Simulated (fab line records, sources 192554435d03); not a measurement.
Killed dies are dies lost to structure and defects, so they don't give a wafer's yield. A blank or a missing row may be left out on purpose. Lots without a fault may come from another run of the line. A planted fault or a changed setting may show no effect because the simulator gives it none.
Chamber matching | flow n5_finfet | N5_DUMMY_GATE_ALD_02 on ald_sin-04: 4 sister chambers
The step deposits SiO2, target thk 2 nm, pulse time 1 s. 4 wafers are shown with their chamber, then 12 later ones without.

WAFERS WITH THEIR CHAMBER
wafer  | chamber | heater_power_outer_w (W)
L083.5 | 2       | 268
L086.6 | 1       | 237
L087.5 | 3       | 333
L087.6 | 0       | 233

WAFERS WITHOUT THEIR CHAMBER
wafer  | heater_power_outer_w (W)
L089.1 | 231
L089.4 | 332
L089.6 | 330
L092.1 | 262
L092.2 | 241
L092.5 | 236
L094.2 | 232
L094.3 | 263
L094.6 | 232
L095.2 | 258
L095.5 | 335
L095.6 | 260

WHICH CHAMBER EACH WENT THROUGH
wafer  | from the rows above     | in truth
L089.1 | can't be placed: 0 or 1 | 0
L089.4 | 3                       | 3
L089.6 | 3                       | 3
L092.1 | 2                       | 2
L092.2 | can't be placed: 1 or 0 | 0
L092.5 | can't be placed: 1 or 0 | 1
L094.2 | can't be placed: 0 or 1 | 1
L094.3 | 2                       | 2
L094.6 | can't be placed: 0 or 1 | 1
L095.2 | 2                       | 2
L095.5 | 3                       | 3
L095.6 | 2                       | 2
Placed correctly: 7 of 12. Can't be placed from these rows: 5 (the true chamber is among the candidates in 5). Placed wrongly: 0.
How it was worked out, from the rows above alone: a wafer's distance from a chamber is the root of the sum, over the readings, of the square of ((its reading less the chamber's mean) divided by the reading's scatter). The wafer belongs to the nearest chamber; if the next one is less than 2 further off, it can't be placed. A chamber's mean is the mean of its shown wafers. The scatter: with one shown wafer a chamber, the root of the mean of the squares of how far each hidden wafer lies from its nearest shown one.
